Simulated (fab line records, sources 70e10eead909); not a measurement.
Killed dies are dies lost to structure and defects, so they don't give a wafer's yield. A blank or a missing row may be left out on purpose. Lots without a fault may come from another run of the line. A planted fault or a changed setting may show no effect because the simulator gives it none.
fab line records | flow nand_harc
record lots=12 wafers=36 last_day=33
route steps=1302 shown P_M0@273 P_M1@292 END@1302
lots that met no fault: from a run of the same line without faults
start_h: hours from the record's first day to the start of the lot's first wafer shown | wait_h: hours since the lot's step before | " the same as in the row above | L1.1+2: a row that stands for several wafers | - no value, or no start given | * or withheld: withheld | < > ~ a bound
route shown NAME@n: a module of which the file shows steps, and the number in the route of the first | usual: mean/standard deviation of fault-free wafers | same: alike in all rows | chamber/n: place in a boat | sites: the reading at each site | _std_site: their standard deviation | _edge_site: outer sites' mean less inner sites' | radius_mm: how far each site lies from the wafer's centre | mask NAME#n: copy n | behind: the tool/chamber that last shaped the wafer | hold: why the lot was held/for how many hours/how that ended | device: the transistor (n, p or np) that didn't switch | end of line: the same wafers' tests at the end of the route | a step without rows: its recipe alone | killed: dies lost to structure and defects at the first sort, not the wafer's yield | map: a wafer's dies, x killed, . not, _ none there
set.NAME: the setting as run; set.NAME@STEP: as run at that earlier step | model.NAME: the simulator's own value behind a step, which no gauge read
steps of the route over a sample of lots; a table a step, a row a wafer
services: from which hour (start_h, from the record's first day; less than 0 if before it) a tool's chamber was out of use, for how many hours, and why
## steps
# step NHARC_P_M0_PRE_CLEAN_29
# recipe time_s=30 temp_c=280 gas=H2/He
# usual heater_power_w=415/42
# columns lot.wafer tool chamber start_h wait_h heater_power_w
L649.4 pvd_sputter-03 - - - 434
L649.5 " - " " 381
L649.6 " - " " 390
L652.4 pvd_sputter-03 - - - 380
L652.1 " - " " 388
L652.6 " - " " 386
L653.1 pvd_sputter-01 - - - 401
L653.3 " - " " 422
L653.6 " - " " 398
L654.1 pvd_sputter-01 - - - 394
L654.3 " - " " 427
L654.5 " - " " 518
L657.4 pvd_sputter-01 - - - 428
L657.2 " - " " 502
L657.5 " - " " 450
L659.2 pvd_sputter-03 - - - 384
L659.5 " - " " 396
L659.6 " - " " 389
L661.2 pvd_sputter-03 - - - 396
L661.5 " - " " 413
L661.6 " - " " 415
L664.3 pvd_sputter-02 - - - 394
L664.1 " - " " 401
L664.5 " - " " 385
L665.2 pvd_sputter-03 - - - 395
L665.1 " - " " 424
L665.6 " - " " 379
L666.3 pvd_sputter-03 - - - 392
L666.1 " - " " 426
L666.5 " - " " 417
L669.2 pvd_sputter-01 - - - 464
L669.4 " - " " 517
L669.5 " - " " 468
L671.1 pvd_sputter-01 - - - 528
L671.3 " - " " 390
L671.2 " - " " 446
# step NHARC_P_M0_ANNEAL_30
# recipe temp_c=225 time_s=90
# usual wafer_temp_C_max=226.47/0.28
# columns lot.wafer tool chamber start_h wait_h wafer_temp_C_max
L649.4 rtp_anneal-02 0 116.78 - 226.53
L649.5 " 0 " " 226.91
L649.6 " 0 " " 226.91
L652.1 rtp_anneal-01 0 148.14 - 226.40
L652.4 " 0 " " 226.72
L652.6 " 0 " " 226.26
L653.1 rtp_anneal-01 0 165.94 - 226.23
L653.3 " 0 " " 226.06
L653.6 " 0 " " 226.25
L654.1 rtp_anneal-02 0 170.70 0.3 226.50
L654.3 " 0 " " 226.95
L654.5 " 0 " " 226.52
L657.2 rtp_anneal-01 0 202.92 0.4 227.12
L657.4 " 0 " " 226.15
L657.5 " 0 " " 226.74
L659.2 rtp_anneal-02 0 228.70 - 226.33
L659.5 " 0 " " 226.49
L659.6 " 0 " " 226.71
L661.2 rtp_anneal-02 0 245.18 - 226.73
L661.5 " 0 " " 226.34
L661.6 " 0 " " 226.12
L664.1 rtp_anneal-02 0 272.17 0.3 226.70
L664.3 " 0 " " 226.76
L664.5 " 0 " " 226.39
L665.1 rtp_anneal-02 0 285.60 0.3 226.41
L665.2 " 0 " " 227.19
L665.6 " 0 " " 226.79
L666.1 rtp_anneal-02 0 291.18 - 226.62
L666.3 " 0 " " 226.68
L666.5 " 0 " " 226.71
L669.2 rtp_anneal-02 0 323.03 - 226.63
L669.4 " 0 " " 226.20
L669.5 " 0 " " 226.35
L671.1 rtp_anneal-01 0 343.56 - 226.38
L671.2 " 0 " " 226.78
L671.3 " 0 " " 226.11
# step NHARC_P_M0_THK_MEAS_24
# recipe thk_meas_gauge=xrf
# usual thk_nm=117.6/1.4
# columns lot.wafer tool chamber start_h wait_h thk_nm
L649.4 film_metro-02 - 117.28 - 117.9
L649.5 " - " " 116.5
L649.6 " - " " 117.1
L652.1 film_metro-01 - 148.80 - 117.3
L652.4 " - " " 119.4
L652.6 " - " " 119.5
L653.1 film_metro-01 - 166.60 - 117.5
L653.3 " - " " 114.6
L653.6 " - " " 120.9
L654.1 film_metro-01 - 171.35 - 116.8
L654.3 " - " " 118.6
L654.5 " - " " 117.4
L657.2 film_metro-02 - 203.53 - 118.3
L657.4 " - " " 121.3
L657.5 " - " " 116.6
L659.2 film_metro-02 - 229.31 - 116.6
L659.5 " - " " 119.0
L659.6 " - " " 115.7
L661.2 film_metro-01 - 245.78 - 115.0
L661.5 " - " " 116.5
L661.6 " - " " 118.6
L664.1 film_metro-02 - 272.83 - 115.9
L664.3 " - " " 118.8
L664.5 " - " " 117.1
L665.1 film_metro-02 - 286.25 - 116.9
L665.2 " - " " 116.5
L665.6 " - " " 119.0
L666.1 film_metro-01 - 291.85 - 116.2
L666.3 " - " " 117.4
L666.5 " - " " 117.1
L669.2 film_metro-02 - 323.64 - 117.9
L669.4 " - " " 116.7
L669.5 " - " " 118.7
L671.1 film_metro-02 - 344.24 - 117.9
L671.2 " - " " 117.6
L671.3 " - " " 118.5
# step NHARC_P_M1_EXPOSE_06
# recipe na=1.35 target_cd_nm=130 dose_mj=81.88 mask_id=P_M1
# usual exposure_dose_mJ_cm2=82.7/0.63
# columns lot.wafer tool chamber start_h wait_h mask exposure_dose_mJ_cm2
L649.4 arfi_scanner-03 0 118.70 - P_M1#0 82.9
L649.5 " 0 " " P_M1#0 83.0
L649.6 " 0 " " P_M1#0 82.9
L652.1 arfi_scanner-02 0 150.21 - P_M1#0 81.9
L652.4 " 0 " " P_M1#0 81.8
L652.6 " 0 " " P_M1#0 81.8
L653.1 arfi_scanner-03 0 168.01 - P_M1#0 82.9
L653.3 " 0 " " P_M1#0 82.9
L653.6 " 0 " " P_M1#0 82.9
L654.1 arfi_scanner-02 0 172.76 - P_M1#0 81.7
L654.3 " 0 " " P_M1#0 81.7
L654.5 " 0 " " P_M1#0 81.6
L657.2 arfi_scanner-01 0 204.94 - P_M1#0 83.3
L657.4 " 0 " " P_M1#0 83.3
L657.5 " 0 " " P_M1#0 83.4
L659.2 arfi_scanner-02 0 230.73 - P_M1#0 77.1
L659.5 " 0 " " P_M1#0 77.0
L659.6 " 0 " " P_M1#0 77.0
L661.2 arfi_scanner-02 0 247.37 - P_M1#0 77.9
L661.5 " 0 " " P_M1#0 78.0
L661.6 " 0 " " P_M1#0 78.0
L664.1 arfi_scanner-01 0 274.22 - P_M1#0 83.3
L664.3 " 0 " " P_M1#0 83.3
L664.5 " 0 " " P_M1#0 83.2
L665.1 arfi_scanner-03 0 287.66 - P_M1#0 82.9
L665.2 " 0 " " P_M1#0 82.9
L665.6 " 0 " " P_M1#0 83.0
L666.1 arfi_scanner-01 0 293.28 - P_M1#0 83.4
L666.3 " 0 " " P_M1#0 83.2
L666.5 " 0 " " P_M1#0 83.3
L669.2 arfi_scanner-01 0 325.05 - P_M1#0 83.3
L669.4 " 0 " " P_M1#0 83.3
L669.5 " 0 " " P_M1#0 83.2
L671.1 arfi_scanner-03 0 345.74 - P_M1#0 83.1
L671.2 " 0 " " P_M1#0 82.9
L671.3 " 0 " " P_M1#0 82.9
# step NHARC_P_M1_CD_MEAS_09
# recipe target_cd_nm=130 landing_energy_ev=500
# usual cd_nm=129.9/0.6
# columns lot.wafer tool chamber start_h wait_h cd_nm
L649.4 cd_sem-02 0 118.85 - 130.1
L649.5 " 0 " " 130.3
L649.6 " 0 " " 130.0
L652.1 cd_sem-01 0 150.35 - 130.1
L652.4 " 0 " " 129.4
L652.6 " 0 " " 129.7
L653.1 cd_sem-02 0 168.15 - 131.0
L653.3 " 0 " " 131.0
L653.6 " 0 " " 130.3
L654.1 cd_sem-02 0 172.90 - 129.8
L654.3 " 0 " " 129.4
L654.5 " 0 " " 129.3
L657.2 cd_sem-01 0 205.08 - 129.7
L657.4 " 0 " " 130.9
L657.5 " 0 " " 130.1
L659.2 cd_sem-02 0 230.87 - 126.2
L659.5 " 0 " " 126.4
L659.6 " 0 " " 127.1
L661.2 cd_sem-01 0 247.51 - 126.6
L661.5 " 0 " " 127.5
L661.6 " 0 " " 128.0
L664.1 cd_sem-01 0 274.36 - 130.2
L664.3 " 0 " " 129.4
L664.5 " 0 " " 129.6
L665.1 cd_sem-02 0 287.80 - 129.8
L665.2 " 0 " " 129.5
L665.6 " 0 " " 130.9
L666.1 cd_sem-03 0 293.42 - 129.6
L666.3 " 0 " " 129.8
L666.5 " 0 " " 129.5
L669.2 cd_sem-01 0 325.20 - 130.3
L669.4 " 0 " " 129.2
L669.5 " 0 " " 130.6
L671.1 cd_sem-03 0 345.88 - 130.4
L671.2 " 0 " " 129.2
L671.3 " 0 " " 129.6
# step NHARC_END_SORT_01
# recipe temp_c=25
# usual defect_limited_yield=91.6/2.8 killed_at_array=52/18 killed_at_other=0.6/0.83 killed_at_periphery=4.3/2.8 killed_dies=57/19 killed_open=3.4/2 killed_short=2.5/1.7 sort_bin_2_pct=3.0/1.1 sort_bin_3_pct=0.6/0.41 sort_bin_4_pct=4.7/1.6 sort_n_pass=620/19 sort_rim_yield_pct=91/3.7 sort_yield_pct=91.6/2.8
# same gross_dies=677 sort_bin_5_pct[%]=0 sort_bin_6_pct[%]=0 sort_bin_7_pct[%]=0 sort_bin_8_pct[%]=0 sort_rim_n_gross=106.00
# columns lot.wafer tool chamber start_h wait_h defect_limited_yield[%] killed_at_array killed_at_other killed_at_periphery killed_dies killed_open killed_short sort_bin_2_pct[%] sort_bin_3_pct[%] sort_bin_4_pct[%] sort_n_pass sort_rim_yield_pct[%] sort_yield_pct[%]
L661.2 prober-01 0 689.02 2.8 93.5 37 1 6 44 4 4 2.7 0 3.8 633 88 93.5
# killed by level:class
L661.2 A_SLIT:chamber_film_flake=18 A_CHANNEL_HOLE_D1:chamber_film_flake=5 A_ONON_D1:geometric_particle:short=3 P_STI:chamber_film_flake=2 P_CONTACT:chamber_film_flake=2 A_CONTACT:chamber_film_flake=2 P_M1:geometric_particle:short=1 A_ONON_D1:geometric_particle:open=1
## services
# columns tool chamber start_h hours kind
arfi_scanner-01 0 95.25 - calibration
arfi_scanner-02 0 96.82 - calibration
pvd_sputter-02 - 104.00 10.0 pm
arfi_scanner-03 - 122.64 22.2 repair
arfi_scanner-02 - 126.69 0.4 repair
arfi_scanner-02 - 140.00 4.0 pm
pvd_sputter-02 - 150.08 10.1 repair
arfi_scanner-02 - 165.96 2.4 repair
pvd_sputter-03 - 183.25 10.0 pm
arfi_scanner-01 - 186.35 3.7 repair
pvd_sputter-02 - 187.23 2.3 repair
arfi_scanner-02 - 189.61 10.5 repair
arfi_scanner-02 - 201.79 1.1 repair
pvd_sputter-02 - 202.97 0.8 repair
pvd_sputter-01 - 209.65 0.5 repair
arfi_scanner-03 - 225.67 4.0 pm
pvd_sputter-01 - 226.00 10.0 pm
arfi_scanner-01 0 251.25 - calibration
arfi_scanner-01 - 252.00 4.0 pm
arfi_scanner-01 - 259.83 6.5 repair
arfi_scanner-03 - 280.09 6.4 repair
pvd_sputter-02 - 282.00 10.0 pm
arfi_scanner-01 - 308.71 0.7 repair
arfi_scanner-02 - 312.00 4.0 pm
## key
first_sign step=NHARC_P_M1_EXPOSE_06 reading=exposure_dose_mJ_cm2 direction=down sigmas=8.3 usual=82.7 struck=77.5
effect step=NHARC_P_M1_CD_MEAS_09 reading=cd_nm direction=down sigmas=4.9 usual=129.9 struck=127.0 through=control_loop
met_at NHARC_P_M1_EXPOSE_06
struck_lots L659,L661
loop_trim step=NHARC_P_M1_EXPOSE_06 setting=dose lots=L661
not_acting_at NHARC_P_M0_PRE_CLEAN_29,NHARC_P_M0_ANNEAL_30,NHARC_P_M0_THK_MEAS_24
onset_between 172.76 230.73
fault kind=process_parameter_drift tool=arfi_scanner-02 chamber=- onset_h=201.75 steps=NHARC_P_M1_EXPOSE_06 channel=dose_mj offset=-4.7158 shape=step acts_in=these_recipes_only stated=81.88
# loop_trim: a control loop set the setting to another value than it would have without faults
